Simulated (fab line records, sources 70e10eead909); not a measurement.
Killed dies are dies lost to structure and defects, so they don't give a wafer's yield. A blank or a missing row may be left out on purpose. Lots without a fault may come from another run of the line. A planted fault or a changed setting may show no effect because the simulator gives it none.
Which tool did it? | flow nand_harc | 12 lots, 36 wafers sampled, at 6 steps of a route of 1302

WHAT THE GAUGES READ, wafer by wafer
NHARC_P_START_INSPECT_01. Usual: raw_defect_count 3.5, standard deviation 1.6.
lot  | measured     | on                | raw_defect_count | flag
L542 | day 1 20:02  | defect_inspect-01 | 2 2 2            |
L544 | day 2 16:02  | defect_inspect-01 | 4 1 6            |
L545 | day 3 02:02  | defect_inspect-01 | 1 6 3            |
L546 | day 3 12:02  | defect_inspect-02 | 2 4 4            |
L548 | day 4 08:02  | defect_inspect-02 | 5 2 2            |
L549 | day 4 18:02  | defect_inspect-01 | 2 6 2            |
L550 | day 5 04:02  | defect_inspect-01 | 4 3 4            |
L559 | day 8 22:03  | defect_inspect-01 | 3 3 4            |
L560 | day 9 08:02  | defect_inspect-02 | 3 4 5            |
L561 | day 9 18:03  | defect_inspect-01 | 3 4 1            |
L562 | day 10 04:02 | defect_inspect-01 | 2 4 2            |
L564 | day 11 00:03 | defect_inspect-01 | 5 2 3            |

NHARC_P_STI_CD_MEAS_16. Usual: cd_nm 199.1 nm, standard deviation 2.8.
lot  | measured     | on        | cd_nm (nm)        | flag
L542 | day 3 02:13  | cd_sem-02 | 199.7 200.2 204.1 |
L544 | day 3 17:23  | cd_sem-03 | 199.7 199.4 200.6 |
L545 | day 4 01:55  | cd_sem-02 | 199.5 200.1 197.7 |
L546 | day 4 10:36  | cd_sem-03 | 201.4 202.8 201.1 |
L548 | day 5 09:32  | cd_sem-02 | 191.3 194.7 196.4 |
L549 | day 5 18:43  | cd_sem-03 | 200.7 206.5 197.4 |
L550 | day 6 05:46  | cd_sem-01 | 199.9 199.3 197.1 |
L559 | day 9 21:12  | cd_sem-01 | 197.1 204.6 200.5 |
L560 | day 10 07:16 | cd_sem-01 | 198.0 192.8 195.8 |
L561 | day 10 17:20 | cd_sem-01 | 201.0 202.8 200.9 |
L562 | day 11 02:52 | cd_sem-01 | 195.8 199.5 196.3 |
L564 | day 12 01:51 | cd_sem-03 | 200.9 201.8 199.5 |

NHARC_P_GATE_CD_MEAS_11: target cd 1640 nm. Usual: cd_nm 1638.4 nm, standard deviation 1.6.
lot  | measured     | on        | cd_nm (nm)           | flag
L542 | day 4 14:55  | cd_sem-01 | 1637.4 1636.6 1636.9 |
L544 | day 5 07:22  | cd_sem-01 | 1634.6 1639.8 1637.1 |
L545 | day 5 16:01  | cd_sem-01 | 1638.3 1637.3 1637.5 |
L546 | day 5 20:57  | cd_sem-02 | 1640.0 1639.5 1639.8 |
L548 | day 7 02:59  | cd_sem-01 | 1640.8 1639.1 1639.1 |
L549 | day 7 07:46  | cd_sem-03 | 1637.7 1636.2 1637.2 |
L550 | day 7 17:37  | cd_sem-01 | - - -                | OFF
L559 | day 11 06:59 | cd_sem-02 | 1638.7 1638.5 1638.3 |
L560 | day 11 20:29 | cd_sem-03 | 1637.1 1635.6 1636.2 |
L561 | day 12 09:18 | cd_sem-03 | 1640.2 1637.6 1639.8 |
L562 | day 12 15:58 | cd_sem-01 | 1638.7 1638.6 1638.2 |
L564 | day 13 19:22 | cd_sem-03 | 1641.0 1637.9 1642.3 |

NHARC_END_SORT_01. Usual: killed_at_array 56, standard deviation 18; killed_at_other 1.4, standard deviation 1.5; killed_at_periphery 4, standard deviation 3.1; killed_dies 61, standard deviation 19; killed_open 3.5, standard deviation 1.8; killed_short 2.4, standard deviation 1.4.
lot  | measured     | on        | killed_at_array | killed_at_other | killed_at_periphery | killed_dies | killed_open | killed_short | flag
L550 | day 27 11:43 | prober-01 | 77 71 92        | 1 0 0           | 599 606 585         | 677 677 677 | 1 7 2       | 1 2 1        | OFF

WHICH TOOL RAN EACH LOT (tool, then ch and the chambers of the sampled wafers, then the start)
lot  | NHARC_P_ZERO_WELL_ETCH_65          | NHARC_P_GATE_EXPOSE_08
L542 | rie_diel-03 ch 0,1, day 1 21:24    | krf_scanner-03 ch 0, day 4 14:46
L544 | rie_diel-03 ch 0,1, day 2 17:34    | krf_scanner-02 ch 0, day 5 07:13
L545 | rie_diel-11 ch 0,1,2, day 3 03:29  | krf_scanner-02 ch 0, day 5 15:51
L546 | rie_diel-11 ch 0,2,3, day 3 13:23  | krf_scanner-01 ch 0, day 5 20:47
L548 | rie_diel-03 ch 2,3, day 4 09:29    | krf_scanner-03 ch 0, day 7 02:50
L549 | rie_diel-03 ch 0,1,3, day 4 19:30  | krf_scanner-01 ch 0, day 7 07:37
L550 | rie_diel-11 ch 1,2,3, day 5 05:38  | krf_scanner-03 ch 0, day 7 17:27
L559 | rie_diel-11 ch 0,2,3, day 8 23:42  | krf_scanner-02 ch 0, day 11 06:50
L560 | rie_diel-13 ch 0,1, day 9 09:29    | krf_scanner-02 ch 0, day 11 20:20
L561 | rie_diel-03 ch 0,2,3, day 9 19:31  | krf_scanner-01 ch 0, day 12 09:10
L562 | rie_diel-13 ch 0,1,2, day 10 05:29 | krf_scanner-03 ch 0, day 12 15:49
L564 | rie_diel-13 ch 0,1,3, day 11 01:31 | krf_scanner-02 ch 0, day 13 19:13
- NHARC_P_ZERO_WELL_ETCH_65: etches the open film in N2/H2, target depth 80 nm, overetch 24 nm, time 87.88 s.
- NHARC_P_GATE_EXPOSE_08: exposes mask P HV.

WHAT THE TOOLS THEMSELVES READ (means of the sampled wafers that have a number; where no wafer has one, the mark that the record gives instead)
NHARC_P_ZERO_WELL_ETCH_65. Usual: drypump_motor_current_A 5.7 A, standard deviation 0.38; n2_flow_sccm 150.0 sccm, standard deviation 0.44; oes_product_au 0.994 a.u., standard deviation 0.0093; rf_fwd_power_W 397.2 W, standard deviation 1.5; rf_vpp_V 430.4 V, standard deviation 2.5; showerhead_plenum_p_Torr 2.03 Torr, standard deviation 0.086; throttle_valve_pct 14.172 %, standard deviation 0.009.
lot  | tool        | drypump_motor_current_A (A) | n2_flow_sccm (sccm) | oes_product_au (a.u.) | rf_fwd_power_W (W) | rf_vpp_V (V) | showerhead_plenum_p_Torr (Torr) | throttle_valve_pct (%) | flag
L542 | rie_diel-03 | 5.6                         | 150.2               | 0.995                 | 398.7              | 429.8        | 1.99                            | 14.182                 |
L544 | rie_diel-03 | 5.4                         | 150.3               | 0.996                 | 397.9              | 428.4        | 1.99                            | 14.178                 |
L545 | rie_diel-11 | 5.9                         | 149.7               | 1.003                 | 396.5              | 431.1        | 2.05                            | 14.168                 |
L546 | rie_diel-11 | 5.8                         | 150.1               | 0.994                 | 397.4              | 429.3        | 1.98                            | 14.175                 |
L548 | rie_diel-03 | 5.9                         | 149.8               | 0.989                 | 396.1              | 429.8        | 2.01                            | 14.169                 |
L549 | rie_diel-03 | 5.6                         | 150.0               | 0.995                 | 396.0              | 428.8        | 1.97                            | 14.168                 |
L550 | rie_diel-11 | 5.6                         | 149.9               | 0.995                 | 395.6              | 430.8        | 2.07                            | 14.164                 |
L559 | rie_diel-11 | 5.8                         | 149.9               | 0.996                 | 396.4              | 428.6        | 1.97                            | 14.165                 |
L560 | rie_diel-13 | 5.5                         | 150.1               | 0.995                 | 397.9              | 431.4        | 2.06                            | 14.170                 |
L561 | rie_diel-03 | 5.9                         | 150.0               | 1.003                 | 396.5              | 429.4        | 2.01                            | 14.171                 |
L562 | rie_diel-13 | 5.4                         | 149.8               | 0.997                 | 397.6              | 430.9        | 2.06                            | 14.173                 |
L564 | rie_diel-13 | 5.6                         | 150.2               | 1.000                 | 398.2              | 431.2        | 2.05                            | 14.174                 |

THE ANSWER, worked out from the rows above alone
Rule: a lot is off if the mean of its wafers that have a number lies more than 3 standard deviations from the usual mean. A lot without any number at a reading at which 4 lots or more have one is off too. The other lots that the step has rows for count as sound. The gauges are gone through in route order, then the tools' own readings, and for those a lot's mean is taken as printed above. The first step at which some lot is off is used, and at that step the reading that is off furthest; a lot without a number counts as furthest.
Off: L550, at NHARC_P_GATE_CD_MEAS_11 (cd_nm). Without a number there: L550.
A tool fits if, at a process step before that reading, it ran every lot that is off, and no sound lot after the first of them. The gauges at NHARC_P_GATE_CD_MEAS_11 aren't tried: what is off there is off at NHARC_END_SORT_01 too, on other tools, and a gauge's error can't cause that. None of those tried fits.

WHAT THE SIMULATOR HAD PUT IN
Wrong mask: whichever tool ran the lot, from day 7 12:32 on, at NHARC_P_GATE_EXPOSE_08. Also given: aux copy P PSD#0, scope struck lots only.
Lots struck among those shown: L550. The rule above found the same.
